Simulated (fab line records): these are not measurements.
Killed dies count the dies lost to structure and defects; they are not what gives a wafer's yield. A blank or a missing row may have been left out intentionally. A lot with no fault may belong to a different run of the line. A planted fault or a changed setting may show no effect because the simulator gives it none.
fab line records | flow n5_finfet
record: lots: 6 wafers: 18 last_day: 17
route steps=1938 shown MOL_CONTACT_COAG@566 BEOL_M4@1111
lots with no fault: from the same line, run without faults
start_h: hours from the record's first day to the start of the lot's first wafer shown | wait_h: how many hours have passed since the lot's step before this one | " same as the row above | L1.1+2: a single row standing in for several wafers | - no value present, or no start provided | * or withheld: withheld | < > ~ a bound
route shown NAME@n: names a module that has steps shown in the file, with the first one's number in the route | usual: average and standard deviation across the fault-free wafers | same: alike in all rows | chamber/n: place in a boat | sites: the reading at each site | _std_site: the values' standard deviation | _edge_site: mean of outer sites minus mean of inner sites | radius_mm: how far each site lies from the wafer's centre | mask NAME#n: copy n | behind: tool/chamber where the wafer was last shaped | hold: what put the lot on hold/how long, in hours/how the hold closed | device: transistor that didn't switch, given as n, p or np | end of line: the same wafers' tests at the end of the route | a step without rows: its recipe alone | killed: dies lost to structure and defects at the first sort, not the wafer's yield | map: a wafer's dies, x killed, . not, _ none there
set.NAME: the run value of the setting; set.NAME@STEP: its run value at that earlier step | model.NAME: the simulator's own value behind a step, which no gauge read
a table for each step, a row for each wafer; lots at some steps of the route
services: when a tool's chamber went out of use (start_h, in hours from the record's first day, below 0 if earlier), for how many hours, and the reason
== steps ==
step: N5_MOL_CONTACT_COAG_COAT_77
recipe: resist: underlayer temp_c: 205 time_s: 60 spin_rpm: 1500 resist_thk_nm: 10
step: N5_MOL_CONTACT_COAG_COAT_78
recipe: resist: CAR-EUV spin_rpm: 1500 resist_thk_nm: 40
step: N5_MOL_CONTACT_COAG_EBR_80
recipe: solvent: PGMEA ebr_width_mm: 1.5
step: N5_MOL_CONTACT_COAG_SOFTBAKE_79
recipe: temp_c: 110 time_s: 60 resist: CAR-EUV
step: N5_MOL_CONTACT_COAG_EXPOSE_81
recipe: mask_id: VG na: 0.33 source_shape: annular sigma_inner: 0.3 sigma_outer: 0.7 polarization: unpolarized defocus_nm: 0 dose_mj: 59.5
step: N5_MOL_CONTACT_COAG_PEB_82
recipe: peb_temp_c: 100 peb_time_s: 60 resist: CAR-EUV
step: N5_MOL_CONTACT_COAG_DEVELOP_83
recipe: develop_time_s: 30 developer: TMAH resist: CAR-EUV rinse_liquid: surfactant_rinse dry: air_spin dev_temp_c: 23
step: N5_MOL_CONTACT_COAG_CD_MEAS_84
recipe: target_cd_nm: 25.1 landing_energy_ev: 500 detector: se_inlens polarity: opening
usual: cd_nm: 25.07/0.25
columns lot.wafer tool chamber start_h wait_h cd_nm
L574.1 cd_sem-01 0 143.55 - 25.05
L574.2 " 0 " " 24.81
L574.4 " 0 " " 24.81
L578.4 cd_sem-03 0 167.20 - 24.99
L578.5 " 0 " " 25.03
L578.6 " 0 " " 24.85
L585.3 cd_sem-03 0 209.55 - 24.82
L585.5 " 0 " " 25.13
L585.6 " 0 " " 25.16
L587.1 cd_sem-02 0 222.76 - 24.73
L587.2 " 0 " " 25.62
L587.6 " 0 " " 25.21
L589.3 cd_sem-01 0 232.01 - 24.97
L589.4 " 0 " " 25.40
L589.6 " 0 " " 25.15
L590.3 cd_sem-02 0 235.27 - 25.52
L590.4 " 0 " " 25.01
L590.6 " 0 " " 25.20
step: N5_MOL_CONTACT_COAG_OVL_MEAS_85
recipe: points_per_wafer: 522
usual: VG_OVL: 0.3/0.72
columns lot.wafer tool chamber start_h wait_h VG_OVL[nm]
L574.1 overlay-01 0 143.58 0.0 0.3
L574.2 " 0 " " 0.0
L574.4 " 0 " " -0.1
L578.4 overlay-02 0 167.24 0.0 0.7
L578.5 " 0 " " 0.4
L578.6 " 0 " " 0.1
L585.3 overlay-02 0 209.63 0.1 -0.7
L585.5 " 0 " " -0.6
L585.6 " 0 " " -0.7
L587.1 overlay-01 0 222.79 0.0 1.3
L587.2 " 0 " " 0.9
L587.6 " 0 " " 1.2
L589.3 overlay-02 0 232.05 0.0 -0.9
L589.4 " 0 " " -0.6
L589.6 " 0 " " -0.3
L590.3 overlay-01 0 235.31 0.0 0.6
L590.4 " 0 " " 0.8
L590.6 " 0 " " 0.2
step: N5_MOL_CONTACT_COAG_INSPECT_57
recipe: mode: adi inspect_instrument: brightfield
usual: raw_defect_count: 183/53
columns lot.wafer tool chamber start_h wait_h raw_defect_count
L574.1 defect_inspect-02 - 143.64 0.1 89
L574.2 " - " " 161
L574.4 " - " " 146
L578.4 defect_inspect-02 - 167.29 0.0 130
L578.5 " - " " 213
L578.6 " - " " 130
L585.3 defect_inspect-02 - 209.67 0.0 121
L585.5 " - " " 111
L585.6 " - " " 108
L587.1 defect_inspect-01 - 222.85 0.1 206
L587.2 " - " " 172
L587.6 " - " " 211
L589.3 defect_inspect-02 - 232.10 0.0 160
L589.4 " - " " 193
L589.6 " - " " 160
L590.3 defect_inspect-01 - 235.36 0.0 234
L590.4 " - " " 168
L590.6 " - " " 170
step: N5_MOL_CONTACT_COAG_DESCUM_88
recipe: chemistry: O2 time_s: 7 source_power_w: 50 bias_power_w: 20 pressure_mtorr: 20 rf_frequency_hz: 2.712e+07 temp_c: 40 resist: CAR-EUV o2_flow_sccm: 225
usual: bias_power_w: 20.00/0.06 chamber_pressure_mTorr: 20.002/0.018 drypump_motor_current_A: 5.6/0.43 oes_product_au: 0.77/0.089 rf_vpp_V: 242.9/1.4 showerhead_plenum_p_Torr: 2.08/0.072 throttle_valve_pct: 20.38/0.21
columns lot.wafer tool chamber start_h wait_h bias_power_w chamber_pressure_mTorr drypump_motor_current_A oes_product_au rf_hours_counter_h rf_vpp_V showerhead_plenum_p_Torr throttle_valve_pct
L574.1 rie_diel-05 2 143.68 0.0 20.05 19.968 5.7 0.76 177 243.7 2.18 20.09
L574.2 " 1 " " 19.98 19.977 5.2 0.74 174 242.3 2.08 20.43
L574.4 " 0 " " 20.02 19.999 5.7 0.71 182 243.3 2.07 20.46
L578.4 rie_diel-03 0 167.32 0.0 20.01 20.007 6.1 0.81 98 243.5 2.04 20.53
L578.5 " 0 " " 20.11 19.987 6.1 0.82 - 243.0 2.04 20.55
L578.6 " 3 " " 20.04 20.022 5.6 0.91 - 242.3 2.04 20.30
L585.3 rie_diel-05 2 209.71 0.0 20.01 19.997 5.7 0.74 196 244.7 2.17 20.13
L585.5 " 1 " " 19.91 20.022 5.2 0.72 - 243.3 2.07 20.44
L585.6 " 0 " " 19.92 19.984 5.7 0.71 - 241.4 2.07 20.49
L587.1 rie_diel-05 2 222.88 0.0 20.09 20.010 5.6 0.73 200 243.8 2.17 20.11
L587.2 " 0 " " 20.02 19.993 5.7 0.70 206 242.0 2.07 20.48
L587.6 " 1 " " 20.01 20.007 5.2 0.71 - 244.3 2.07 20.46
L589.3 rie_diel-03 1 232.17 0.1 20.03 20.006 5.3 0.92 29 244.2 2.16 20.62
L589.4 " 3 " " 20.06 20.029 5.6 0.86 62 242.0 2.03 20.34
L589.6 " 3 " " 19.95 20.014 5.6 0.85 - 243.0 2.03 20.34
L590.3 rie_diel-06 2 235.70 0.3 20.06 20.006 5.6 0.90 19 245.5 2.23 20.22
L590.4 " 3 " " 19.92 19.960 6.4 0.70 - 241.0 1.98 20.36
L590.6 " 2 " " 20.02 20.010 5.7 0.91 - 247.2 2.23 20.20
step: N5_MOL_CONTACT_COAG_ETCH_89
recipe: chemistry: N2/H2 target: underlayer target_depth_a: 130 mask_material: CAR-EUV time_s: 10.4 ion_energy_ev: 200 pressure_mtorr: 30 source_w: 840 bias_w: 150 n2_flow_sccm: 200 h2_flow_sccm: 200 ends: cleared
usual: chamber_pressure_mTorr: 30.00/0.03 drypump_motor_current_A: 5.6/0.42 etch_rf_on_time_s: 10.31/0.27 h2_flow_sccm: 200.0/0.55 oes_product_au: 0.66/0.075 rf_vpp_V: 523.5/2.4 showerhead_plenum_p_Torr: 2.52/0.082 throttle_valve_pct: 17.77/0.21
columns lot.wafer tool chamber start_h wait_h chamber_pressure_mTorr drypump_motor_current_A etch_rf_on_time_s h2_flow_sccm oes_product_au rf_hours_counter_h rf_vpp_V showerhead_plenum_p_Torr throttle_valve_pct
L574.1 rie_diel-05 2 143.71 0.0 30.00 5.7 10.29 199.8 0.64 177 526.7 2.63 17.50
L574.2 " 1 " " 29.97 5.2 10.41 200.1 0.63 174 524.7 2.53 17.94
L574.4 " 0 " " 30.03 5.7 10.31 199.5 0.62 182 524.2 2.52 17.87
L578.4 rie_diel-03 0 167.35 0.0 30.02 6.1 9.96 199.4 0.70 98 522.7 2.45 17.71
L578.5 " 0 " " 30.08 6.1 10.00 199.7 0.71 - 522.0 2.45 17.72
L578.6 " 3 " " 30.04 5.6 10.21 199.9 0.76 - 522.2 2.49 17.72
L585.3 rie_diel-05 2 209.74 0.0 30.02 5.6 10.29 200.5 0.63 196 524.6 2.62 17.54
L585.5 " 1 " " 30.07 5.2 10.53 200.5 0.62 - 523.9 2.52 17.97
L585.6 " 0 " " 30.00 5.7 10.30 199.4 0.61 - 522.9 2.52 17.89
L587.1 rie_diel-05 2 222.92 0.0 29.94 5.7 10.24 199.2 0.63 200 527.0 2.62 17.52
L587.2 " 0 " " 30.03 5.7 10.29 198.6 0.60 206 524.4 2.51 17.89
L587.6 " 1 " " 29.97 5.2 10.41 200.9 0.61 - 522.7 2.52 17.99
L589.3 rie_diel-03 1 232.21 0.0 30.00 5.3 10.02 200.1 0.79 29 524.7 2.60 17.93
L589.4 " 3 " " 30.02 5.6 10.30 201.0 0.72 62 523.4 2.48 17.77
L589.6 " 3 " " 30.03 5.6 10.27 200.0 0.73 - 522.5 2.47 17.76
L590.3 rie_diel-06 2 235.73 0.0 30.01 5.7 10.73 199.5 0.77 19 527.3 2.71 17.55
L590.4 " 3 " " 30.01 6.5 10.43 199.9 0.59 - 521.4 2.40 17.79
L590.6 " 2 " " 30.00 5.7 10.73 199.5 0.77 - 527.9 2.71 17.55
step: N5_MOL_CONTACT_COAG_ETCH_90
recipe: chemistry: CF4 target: SiARC target_depth_a: 130 mask_material: CAR-EUV time_s: 21.7 ion_energy_ev: 80 pressure_mtorr: 40 source_w: 545 bias_w: 36 Ar_flow_sccm: 100 cf4_flow_sccm: 100 ends: cleared
usual: chamber_pressure_mTorr: 40.00/0.035 drypump_motor_current_A: 5.6/0.43 etch_rf_on_time_s: 21.6/0.48 oes_product_au: 0.66/0.075 rf_vpp_V: 184.0/1.1 showerhead_plenum_p_Torr: 2.13/0.066 throttle_valve_pct: 15.57/0.17
columns lot.wafer tool chamber start_h wait_h chamber_pressure_mTorr drypump_motor_current_A etch_rf_on_time_s oes_product_au rf_hours_counter_h rf_vpp_V showerhead_plenum_p_Torr throttle_valve_pct
L574.1 rie_diel-05 2 143.73 0.0 39.97 5.7 21.3 0.65 177 184.8 2.22 15.34
L574.2 " 1 " " 40.00 5.2 21.5 0.63 174 181.4 2.13 15.62
L574.4 " 0 " " 39.97 5.7 21.3 0.63 182 184.3 2.13 15.68
L578.4 rie_diel-03 0 167.37 0.0 40.02 6.1 21.2 0.70 98 182.2 2.08 15.62
L578.5 " 0 " " 39.97 6.1 21.0 0.71 - 183.4 2.08 15.62
L578.6 " 3 " " 40.01 5.6 21.5 0.77 - 182.6 2.10 15.47
L585.3 rie_diel-05 2 209.76 0.0 39.98 5.7 13.0 0.86 196 184.8 2.22 15.39
L585.5 " 1 " " 40.05 5.2 13.0 0.85 - 184.7 2.12 15.68
L585.6 " 0 " " 40.00 5.7 12.8 0.84 - 183.7 2.12 15.74
L587.1 rie_diel-05 2 222.94 0.0 39.95 5.7 13.1 0.85 200 186.3 2.21 15.39
L587.2 " 0 " " 40.07 5.7 13.1 0.83 206 184.0 2.12 15.75
L587.6 " 1 " " 39.94 5.2 13.3 0.83 - 184.3 2.12 15.67
L589.3 rie_diel-03 1 232.23 0.0 40.00 5.3 21.2 0.79 29 184.1 2.18 15.56
L589.4 " 3 " " 40.00 5.6 21.8 0.72 62 182.5 2.09 15.51
L589.6 " 3 " " 39.95 5.6 21.9 0.72 - 183.6 2.09 15.51
L590.3 rie_diel-06 2 235.75 0.0 39.96 5.7 22.0 0.77 19 185.2 2.27 15.32
L590.4 " 3 " " 40.08 6.4 21.6 0.59 - 183.6 2.03 15.64
L590.6 " 2 " " 40.00 5.7 21.9 0.78 - 185.1 2.27 15.32
step: N5_MOL_CONTACT_COAG_ALD_131
recipe: material: SiO2 target_thk_a: 50 temp_c: 100 ald_precursor_family: BDEAS ald_co_reactant: O2-plasma pulse_time_s: 1 co_reactant_pulse_time_s: 1 purge_time_s: 2 co_reactant_purge_time_s: 2 ald_cycles: 35 pressure_torr: 2
usual: heater_power_w: 73/6.8 precursor_pulse_height_rel: 1.003/0.019
same: pulse_time_s: 1
columns lot.wafer tool chamber start_h wait_h heater_power_w precursor_pulse_height_rel
L574.1 ald_sin-04 0 144.27 0.5 67 0.997
L574.2 " 2 " " 61 0.998
L574.4 " 1 " " 77 0.989
L578.4 ald_sin-01 0 167.45 0.1 76 1.030
L578.5 " 2 " " 79 1.032
L578.6 " 1 " " 73 0.953
L585.3 ald_sin-02 2 209.84 0.1 79 0.999
L585.5 " 3 " " 66 1.007
L585.6 " 2 " " 76 0.990
L587.1 ald_sin-04 1 223.27 0.3 77 0.984
L587.2 " 2 " " 60 0.992
L587.6 " 1 " " 75 1.017
L589.3 ald_sin-04 0 232.31 0.1 66 1.014
L589.4 " 1 " " 77 0.994
L589.6 " 0 " " 66 1.004
L590.3 ald_sin-04 3 235.92 0.1 80 0.968
L590.4 " 1 " " 76 1.011
L590.6 " 1 " " 75 1.010
step: N5_BEOL_M4_RC_MEAS_101
usual: DIBL_N: 35.8/1.8 DIBL_P: 35.6/2 IOFF_N: 0.148/0.028 IOFF_P: 0.20/0.034 ION_N: 672/12 ION_P: 462/8.5 SS_N: 71.2/0.65 SS_P: 73.1/0.67 VT_N: 251/3.3 VT_P: -251/3.8
columns lot.wafer tool chamber start_h wait_h DIBL_N[mV/V] DIBL_P[mV/V] IOFF_N[nA/um] IOFF_P[nA/um] ION_N[uA/um] ION_P[uA/um] SS_N[mV/dec] SS_P[mV/dec] VT_N[mV] VT_P[mV]
L574.1 prober-01 0 202.10 0.0 39.4 37.9 0.207 0.27 693 484 71.9 74.3 244 -243
L574.2 " 0 " " 36.9 35.3 0.155 0.22 672 468 71.6 73.5 251 -246
L574.4 " 0 " " 36.8 36.0 0.171 0.24 689 481 71.8 72.6 246 -244
L578.4 prober-01 0 232.01 0.5 34.7 35.5 0.142 0.19 678 463 71.1 72.4 249 -250
L578.5 " 0 " " 32.9 33.3 0.118 0.16 671 463 70.8 72.7 250 -251
L578.6 " 0 " " 35.9 36.8 0.151 0.20 670 461 70.8 72.7 249 -252
L585.3 prober-01 0 267.62 0.3 37.0 37.7 0.157 0.21 676 463 71.7 73.4 250 -252
L585.5 " 0 " " 37.7 38.0 0.160 0.20 668 460 71.7 74.1 251 -251
L585.6 " 0 " " 36.9 36.7 0.158 0.19 673 455 72.4 73.3 250 -253
L587.1 prober-02 0 282.93 0.0 37.1 35.0 0.162 0.19 674 450 71.5 73.4 251 -253
L587.2 " 0 " " 37.5 35.6 0.165 0.20 670 454 71.8 73.2 252 -251
L587.6 " 0 " " 37.9 36.2 0.174 0.20 669 453 71.5 73.8 252 -251
L589.3 prober-02 0 307.18 0.3 34.2 33.6 0.128 0.18 679 463 70.3 72.2 254 -252
L589.4 " 0 " " 34.9 33.6 0.130 0.17 678 462 71.0 72.6 253 -252
L589.6 " 0 " " 36.6 35.9 0.153 0.21 687 471 71.3 73.1 250 -248
L590.3 prober-02 0 311.02 0.3 34.3 34.4 0.142 0.20 690 471 70.7 72.1 253 -250
L590.4 " 0 " " 37.9 38.2 0.200 0.25 686 472 71.2 73.8 247 -247
L590.6 " 0 " " 38.1 38.1 0.214 0.26 705 481 71.2 72.8 243 -244
== services ==
columns tool chamber start_h hours kind
rie_diel-03 1 121.14 - clean
rie_diel-03 1 121.14 - consumable_replace:focus_ring
rie_diel-03 1 121.14 33.9 scheduled_down
rie_diel-03 1 121.14 33.9 vent_cycle
rie_diel-05 3 128.67 - clean
rie_diel-05 3 128.67 - consumable_replace:focus_ring
rie_diel-05 3 128.67 11.6 scheduled_down
rie_diel-05 3 128.67 11.6 vent_cycle
ald_sin-02 0 151.45 4.1 repair
rie_diel-06 2 158.01 - clean
rie_diel-06 2 158.01 - consumable_replace:focus_ring
rie_diel-06 2 158.01 - consumable_replace:showerhead
rie_diel-06 2 158.01 24.5 scheduled_down
rie_diel-06 2 158.01 24.5 vent_cycle
rie_diel-05 2 169.34 16.3 repair
rie_diel-05 0 170.33 5.8 repair
ald_sin-02 1 171.39 20.0 repair
ald_sin-01 1 173.81 11.8 repair
ald_sin-02 - 177.03 14.0 pm
rie_diel-06 0 219.61 - clean
rie_diel-06 0 219.61 - consumable_replace:focus_ring
rie_diel-06 0 219.61 23.5 scheduled_down
rie_diel-06 0 219.61 23.5 vent_cycle
rie_diel-03 0 223.19 7.0 repair
== key ==
first_sign: step: N5_MOL_CONTACT_COAG_ETCH_90 reading: etch_rf_on_time_s direction: down sigmas: 18 usual: * struck: *
effect: step: N5_MOL_CONTACT_COAG_ETCH_90 reading: oes_product_au direction: up sigmas: 2.4 usual: 0.66 struck: 0.84
met_at N5_MOL_CONTACT_COAG_ETCH_90
struck_wafers L585.3,L585.5,L585.6,L587.1,L587.2,L587.6
onset_between 143.73 209.76
fault: kind: process_parameter_drift tool: rie_diel-05 chamber: - onset_h: 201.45 steps: N5_MOL_CONTACT_COAG_ETCH_90 channel: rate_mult offset: 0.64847 shape: step end_h: 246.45
